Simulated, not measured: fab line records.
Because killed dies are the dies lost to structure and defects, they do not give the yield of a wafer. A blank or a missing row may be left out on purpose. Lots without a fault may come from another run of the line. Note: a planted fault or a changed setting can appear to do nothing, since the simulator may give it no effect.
What tool caused it? + flow n5-finfet + 13 lots with 32 wafers sampled at 3 steps, on a route of 1938 steps

== WHAT THE GAUGES READ, wafer by wafer ==
N5_BEOL_M15_THK_MEAS_50: measures by xrf.
| lot  | measured     | on            | M15_THK (nm) |
|------|--------------|---------------|--------------|
| L994 | day 16 08:48 | film-metro-02 | 828 812 872  |
| L997 | day 16 16:04 | film-metro-01 | 819 828      |
| L998 | day 16 16:25 | film-metro-02 | 813 790 816  |
| L999 | day 17 06:09 | film-metro-02 | 817 847 821  |
| L103 | day 17 08:34 | film-metro-02 | 828 797 838  |
| L100 | day 17 15:52 | film-metro-01 | 796 823      |
| L105 | day 17 19:34 | film-metro-02 | 835 810      |
| L106 | day 18 11:23 | film-metro-02 | 803 800 800  |
| L111 | day 19 01:40 | film-metro-02 | 852 817      |
| L110 | day 19 09:22 | film-metro-02 | 837 803      |
| L108 | day 19 12:31 | film-metro-02 | 824 825      |
| L116 | day 21 04:40 | film-metro-02 | 815 830 838  |
| L117 | day 21 17:16 | film-metro-01 | 811 802      |

N5_MIM_TOP_LITHO_CD_MEAS_08 targets a cd of 2000 nm.
| lot  | measured     | on        | cd-nm (nm)           |
|------|--------------|-----------|----------------------|
| L994 | day 16 12:42 | cd-sem-02 | 1998.6 1998.7 1996.5 |
| L997 | day 16 19:31 | cd-sem-01 | 1999.3 1998.9        |
| L998 | day 16 19:54 | cd-sem-01 | 2000.1 1998.5 2001.0 |
| L999 | day 17 09:17 | cd-sem-01 | 2000.6 2002.3 1997.5 |
| L103 | day 17 13:35 | cd-sem-02 | 1997.9 1994.8 1996.7 |
| L100 | day 17 18:54 | cd-sem-01 | 2001.8 2002.6        |
| L105 | day 17 23:40 | cd-sem-03 | 1994.2 1998.3        |
| L106 | day 18 14:41 | cd-sem-03 | 2000.3 2000.4 1999.1 |
| L111 | day 19 07:01 | cd-sem-01 | 1999.6 1998.5        |
| L110 | day 19 13:13 | cd-sem-03 | 2001.1 2000.2        |
| L108 | day 19 18:28 | cd-sem-01 | 2000.5 2002.6        |
| L116 | day 21 10:14 | cd-sem-02 | 1996.3 2000.1 2002.0 |
| L117 | day 21 20:58 | cd-sem-01 | 2003.6 2000.0        |

== WHAT TOOL EACH LOT RAN ON (gives the tool, then ch and the chambers of the sampled wafers, and finally the start) ==
| lot  | N5_MIM_TOP_LITHO_EXPOSE_05        |
|------|-----------------------------------|
| L994 | krf-scanner-02 ch 0, day 16 12:32 |
| L997 | krf-scanner-02 ch 0, day 16 19:21 |
| L998 | krf-scanner-02 ch 0, day 16 19:43 |
| L999 | krf-scanner-02 ch 0, day 17 09:07 |
| L103 | krf-scanner-02 ch 0, day 17 13:25 |
| L100 | krf-scanner-02 ch 0, day 17 18:44 |
| L105 | krf-scanner-02 ch 0, day 17 23:31 |
| L106 | krf-scanner-02 ch 0, day 18 14:31 |
| L111 | krf-scanner-02 ch 0, day 19 06:50 |
| L110 | krf-scanner-02 ch 0, day 19 13:02 |
| L108 | krf-scanner-01 ch 0, day 19 18:18 |
| L116 | krf-scanner-01 ch 0, day 21 10:04 |
| L117 | krf-scanner-02 ch 0, day 21 20:47 |
- N5_MIM_TOP_LITHO_EXPOSE_05: exposes mask MIM TOP, target cd 2000 nm.

== AS READ BY THE TOOLS THEMSELVES (means over the sampled wafers that have a number; for cases with no such wafer, the mark the record gives instead) ==
N5_MIM_TOP_LITHO_EXPOSE_05.
| lot  | tool           | exposure-dose-mJ-cm2 |
|------|----------------|----------------------|
| L994 | krf-scanner-02 | 20.456               |
| L997 | krf-scanner-02 | 20.484               |
| L998 | krf-scanner-02 | 20.481               |
| L999 | krf-scanner-02 | 20.470               |
| L103 | krf-scanner-02 | 20.489               |
| L100 | krf-scanner-02 | 20.468               |
| L105 | krf-scanner-02 | 20.477               |
| L106 | krf-scanner-02 | 20.493               |
| L111 | krf-scanner-02 | 20.480               |
| L110 | krf-scanner-02 | 20.462               |
| L108 | krf-scanner-01 | 20.460               |
| L116 | krf-scanner-01 | 20.472               |
| L117 | krf-scanner-02 | 20.126               |

== THE ANSWER, worked out from the rows above alone ==
Rule: the usual values come from the lots themselves. Put in order of their means at a reading, lots are off if they are a third of the lots or fewer, leave a main group of 4 or more, and stand apart from it by a gap of 3 or more times the standard deviation of the main group's means; of several such gaps the widest counts. Not used: any main group whose means are identical at the precision the tables above print for the reading. A lot without any number at a reading at which 4 lots or more have one is off too. All remaining lots with rows at the step are treated as sound. First the gauges in route order, then the tools' own readings, where a lot's mean is used as printed above. The first step at which some lot is off is used, and at that step the reading that is off furthest; a lot without a number counts as furthest.
Off at N5_MIM_TOP_LITHO_EXPOSE_05 (exposure-dose-mJ-cm2): L117. The main group: mean 20.474, standard deviation 0.011.
A tool fits if, at that step or a process step before it, it ran every lot that is off, and no sound lot after the first of them. One fits: N5_MIM_TOP_LITHO_EXPOSE_05 on krf-scanner-02. A fault onset in the window from L110 (day 19 13:02, its last sound lot) to L117 (day 21 20:47, its first lot off) fits.
On the lots that are off, the tool's own readings at N5_MIM_TOP_LITHO_EXPOSE_05 differ by more than 5 times the standard deviation of the sound lots' means, which bears it out; exposure-dose-mJ-cm2 reads 20.126 there versus 20.474 on the sound lots.

== WHAT THE SIMULATOR HAD PUT IN ==
Process parameter drift: krf-scanner-02, from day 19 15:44 on, at N5_MIM_TOP_LITHO_EXPOSE_05. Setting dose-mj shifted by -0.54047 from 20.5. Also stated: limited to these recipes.
Struck lots among those shown: L117. This agrees with what the rule above found.
